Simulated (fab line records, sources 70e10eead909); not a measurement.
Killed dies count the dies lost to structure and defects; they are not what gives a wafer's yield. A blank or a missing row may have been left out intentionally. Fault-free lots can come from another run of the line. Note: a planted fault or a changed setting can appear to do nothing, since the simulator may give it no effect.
A lot that was struck, set against a sound lot / flow nandHarc / 15 steps out of a route of 1159
Sound: wafers L286.2, L286.3, L286.6. Struck: wafers L297.2, L297.6. Last of all comes the cause.
Order at every step that has rows: each side's tool, ch and its chambers, its first start. Under that, the readings that differ: sound wafers / struck wafers / difference of the means / sigmas: that difference in standard deviations of wafers without a fault.
alike: readings with means less than 2 such deviations apart, plus words and numbers identical on both sides. not compared: withheld readings, readings lacking a value on some wafer, bounds such as >300 that could conceal the same value, and numbers that have no deviation in the record and whose values overlap.
The two part at a step that has a row with sigmas, a row that says differs or no value, or rows on one side only. Numbers that have no deviation but don't overlap get no sigmas and don't part them. A reading that every wafer of one side lacks parts them only if that side has two wafers or more.

first, 1 step without rows for these wafers: NHARC_A_ONON_D1_DEP_06 (target thk 1000 nm).
NHARC_A_ONON_D1_THK_MEAS_08: measures by ellipsometry.
  struck on filmMetro-02, day 10 18:51; sound on filmMetro-02, day 7 22:37
reading=thkNm (nm); sound=1010 1011 1011; struck=984 984; difference=-27; sigmas=-2
then, no rows for these wafers at 1 step: NHARC_A_ONON_D1_DEP_09 (target thk 1000 nm).
NHARC_A_ONON_D1_THK_MEAS_11: measures by ellipsometry.
  struck on filmMetro-01, day 10 19:25; sound on filmMetro-02, day 7 23:10
  alike: thkNm
then, no rows for these wafers at 1 step: NHARC_A_ONON_D1_DEP_12 (target thk 1000 nm).
NHARC_A_ONON_D1_THK_MEAS_14: measures by ellipsometry.
  struck on filmMetro-02, day 10 19:59; sound on filmMetro-01, day 7 23:44
  alike: thkNm
then, 2 steps without rows for these wafers: NHARC_A_ONON_D1_ANNEAL_15 (time 3600 s); NHARC_A_ONON_D1_DEP_16 (target thk 1000 nm).
NHARC_A_ONON_D1_THK_MEAS_18: measures by ellipsometry.
  struck on filmMetro-01, day 11 05:40; sound on filmMetro-01, day 8 08:44
reading=thkNm (nm); sound=990 989 991; struck=1021 1021; difference=+31; sigmas=+3
then, no rows for these wafers at 1 step: NHARC_A_ONON_D1_DEP_19 (target thk 1000 nm).
NHARC_A_ONON_D1_THK_MEAS_21: measures by ellipsometry.
  struck on filmMetro-01, day 11 06:14; sound on filmMetro-01, day 8 09:19
  alike: thkNm
NHARC_A_ONON_D1_DEP_22: target thk 1000 nm.
  sound on pecvdOnon-02 ch 0, day 8 09:26; struck on pecvdOnon-02 ch 0, day 11 06:20
  alike: n2oFlowSccm
NHARC_A_ONON_D1_THK_MEAS_24: measures by ellipsometry.
  struck on filmMetro-01, day 11 06:48; sound on filmMetro-01, day 8 09:53
reading=thkNm (nm); sound=995 994 995; struck=644 643; difference=-351; sigmas=-35
then, 2 steps without rows for these wafers: NHARC_A_ONON_D1_DEP_25 (target thk 1000 nm); NHARC_END_SORT_01.

== WHERE THEY PART ==
Last at NHARC_A_ONON_D1_THK_MEAS_24 as far as this record goes, first at NHARC_A_ONON_D1_THK_MEAS_08.

WHY: the cause the simulator had injected
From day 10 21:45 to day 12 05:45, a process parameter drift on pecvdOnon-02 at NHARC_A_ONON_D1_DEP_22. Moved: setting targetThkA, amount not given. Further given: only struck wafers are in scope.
